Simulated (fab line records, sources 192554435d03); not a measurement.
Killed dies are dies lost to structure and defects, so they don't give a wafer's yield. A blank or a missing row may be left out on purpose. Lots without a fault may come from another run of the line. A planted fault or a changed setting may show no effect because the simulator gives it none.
Which tool did it? | flow n5_finfet | 10 lots, 30 wafers sampled, at 3 steps of a route of 1938

WHAT THE GAUGES READ, wafer by wafer
N5_BEOL_M15_THK_MEAS_01. Usual: M15_ILD_THK 1618 nm, standard deviation 25.
lot  | measured     | on            | M15_ILD_THK (nm) | flag
L276 | day 14 07:13 | film_metro-01 | 1568 1625 1621   |
L277 | day 14 13:38 | film_metro-01 | 1618 1646 1659   |
L282 | day 15 17:19 | film_metro-01 | 1606 1639 1675   |
L283 | day 16 05:48 | film_metro-01 | 1603 1656 1623   |
L293 | day 16 22:42 | film_metro-01 | 1589 1574 1615   |
L289 | day 17 08:17 | film_metro-02 | 1604 1592 1605   |
L288 | day 17 16:02 | film_metro-01 | 1620 1617 1654   |
L290 | day 17 18:26 | film_metro-02 | 1581 1599 1649   |
L295 | day 20 00:28 | film_metro-02 | 1572 1580 1604   |
L296 | day 20 04:29 | film_metro-02 | 1580 1624 1616   |

WHICH TOOL RAN EACH LOT (tool, then ch and the chambers of the sampled wafers, then the start)
lot  | N5_BEOL_M14_ETCH_68                | N5_BEOL_M14_STRIP_37
L276 | rie_diel-02 ch 0,1,3, day 14 02:17 | rie_diel-04 ch 0,1,3, day 14 04:23
L277 | rie_diel-04 ch 2,3, day 14 10:15   | rie_diel-05 ch 0,1,2, day 14 11:02
L282 | rie_diel-05 ch 0,1,3, day 15 14:49 | rie_diel-05 ch 0,3, day 15 15:20
L283 | rie_diel-02 ch 0,1,2, day 15 22:53 | rie_diel-02 ch 0,1,2, day 16 03:55
L293 | rie_diel-05 ch 0,2,3, day 16 15:53 | rie_diel-05 ch 0,1,2, day 16 19:55
L289 | rie_diel-04 ch 0,1, day 17 04:11   | rie_diel-02 ch 0,3, day 17 04:41
L288 | rie_diel-05 ch 1,2, day 17 11:11   | rie_diel-02 ch 0,3, day 17 13:17
L290 | rie_diel-04 ch 0,1,2, day 17 13:39 | rie_diel-05 ch 0,1,2, day 17 16:07
L295 | rie_diel-04 ch 1,2,3, day 19 20:44 | rie_diel-02 ch 0,3, day 19 22:28
L296 | rie_diel-04 ch 0,1,3, day 20 01:07 | rie_diel-05 ch 0,2, day 20 02:31
- N5_BEOL_M14_ETCH_68: etches SOC in N2/H2, time 450 s.
- N5_BEOL_M14_STRIP_37: strips in O2.

WHAT THE TOOLS THEMSELVES READ (means of the sampled wafers that have a number; where no wafer has one, the mark that the record gives instead)
N5_BEOL_M14_ETCH_68. Usual: drypump_motor_current_A 5.8 A, standard deviation 0.43; oes_product_au 0.81 a.u., standard deviation 0.098; rf_vpp_V 523.5 V, standard deviation 1.7; showerhead_plenum_p_Torr 2.53 Torr, standard deviation 0.053; temp_c 40.00 C, standard deviation 0.12; throttle_valve_pct 17.66 %, standard deviation 0.25.
lot  | tool        | drypump_motor_current_A (A) | oes_product_au (a.u.) | rf_vpp_V (V) | showerhead_plenum_p_Torr (Torr) | temp_c (C) | throttle_valve_pct (%) | flag
L276 | rie_diel-02 | 5.9                         | 0.80                  | 523.3        | 2.56                            | 39.99      | 17.78                  |
L277 | rie_diel-04 | 5.6                         | 0.86                  | 524.6        | 2.57                            | 40.03      | 17.69                  |
L282 | rie_diel-05 | 6.0                         | 0.73                  | 523.7        | 2.53                            | 39.98      | 17.73                  |
L283 | rie_diel-02 | 5.6                         | 0.72                  | 523.5        | 2.52                            | 40.00      | 17.99                  |
L293 | rie_diel-05 | 5.8                         | 0.78                  | 524.5        | 2.54                            | 40.08      | 17.66                  |
L289 | rie_diel-04 | 5.5                         | 0.88                  | 523.8        | 2.56                            | 40.10      | 17.43                  |
L288 | rie_diel-05 | 5.9                         | 0.87                  | 522.2        | 2.48                            | 40.04      | 17.33                  |
L290 | rie_diel-04 | 5.9                         | 0.90                  | 523.1        | 2.52                            | 40.05      | 17.44                  |
L295 | rie_diel-04 | 5.6                         | 0.88                  | 524.0        | 2.55                            | 39.92      | 17.54                  |
L296 | rie_diel-04 | 5.5                         | 0.84                  | 524.1        | 2.55                            | 40.05      | 17.55                  |

N5_BEOL_M14_STRIP_37. Usual: chamber_pressure_mTorr 30.00 mTorr, standard deviation 0.056; drypump_motor_current_A 5.8 A, standard deviation 0.42; o2_flow_sccm 225.0 sccm, standard deviation 0.72; oes_product_au 0.80 a.u., standard deviation 0.1; rf_vpp_V 3.7 V, standard deviation 1; showerhead_plenum_p_Torr 2.08 Torr, standard deviation 0.04; temp_c 59.99 C, standard deviation 0.12; throttle_valve_pct 16.57 %, standard deviation 0.24.
lot  | tool        | chamber_pressure_mTorr (mTorr) | drypump_motor_current_A (A) | o2_flow_sccm (sccm) | oes_product_au (a.u.) | rf_vpp_V (V) | showerhead_plenum_p_Torr (Torr) | temp_c (C) | throttle_valve_pct (%) | flag
L276 | rie_diel-04 | 30.03                          | 5.5                         | 225.5               | 0.94                  | 4.2          | 2.11                            | 60.03      | 16.28                  |
L277 | rie_diel-05 | 30.01                          | 6.0                         | 224.4               | 0.72                  | 3.9          | 2.06                            | 59.99      | 16.63                  |
L282 | rie_diel-05 | 29.99                          | 5.7                         | 224.8               | 0.70                  | 3.5          | 2.13                            | 59.92      | 16.74                  |
L283 | rie_diel-02 | 29.98                          | 5.6                         | 224.2               | 0.71                  | 4.1          | 2.08                            | 60.02      | 16.89                  |
L293 | rie_diel-05 | 30.03                          | 6.0                         | 225.0               | 0.80                  | 4.1          | 2.06                            | 60.06      | 16.53                  |
L289 | rie_diel-02 | 29.98                          | 6.0                         | 225.1               | 0.83                  | 3.9          | 2.11                            | 59.89      | 16.55                  |
L288 | rie_diel-02 | 30.04                          | 6.1                         | 224.5               | 0.80                  | 3.4          | 2.11                            | 59.95      | 16.65                  |
L290 | rie_diel-05 | 29.96                          | 6.1                         | 225.1               | 0.79                  | 3.8          | 2.05                            | 60.03      | 16.55                  |
L295 | rie_diel-02 | 29.98                          | 5.9                         | 225.6               | 0.81                  | 3.5          | 2.10                            | 59.99      | 16.60                  |
L296 | rie_diel-05 | 30.06                          | 6.0                         | 225.1               | 0.73                  | 4.1          | 2.06                            | 60.05      | 16.69                  |

THE ANSWER, worked out from the rows above alone
Rule: a lot is off if the mean of its wafers that have a number lies more than 3 standard deviations from the usual mean. A lot without any number at a reading at which 4 lots or more have one is off too. The other lots that the step has rows for count as sound. The gauges are gone through in route order, then the tools' own readings, and for those a lot's mean is taken as printed above. The first step at which some lot is off is used, and at that step the reading that is off furthest; a lot without a number counts as furthest.
No lot is off at any reading shown: from this, nothing can be told.

WHAT THE SIMULATOR HAD PUT IN
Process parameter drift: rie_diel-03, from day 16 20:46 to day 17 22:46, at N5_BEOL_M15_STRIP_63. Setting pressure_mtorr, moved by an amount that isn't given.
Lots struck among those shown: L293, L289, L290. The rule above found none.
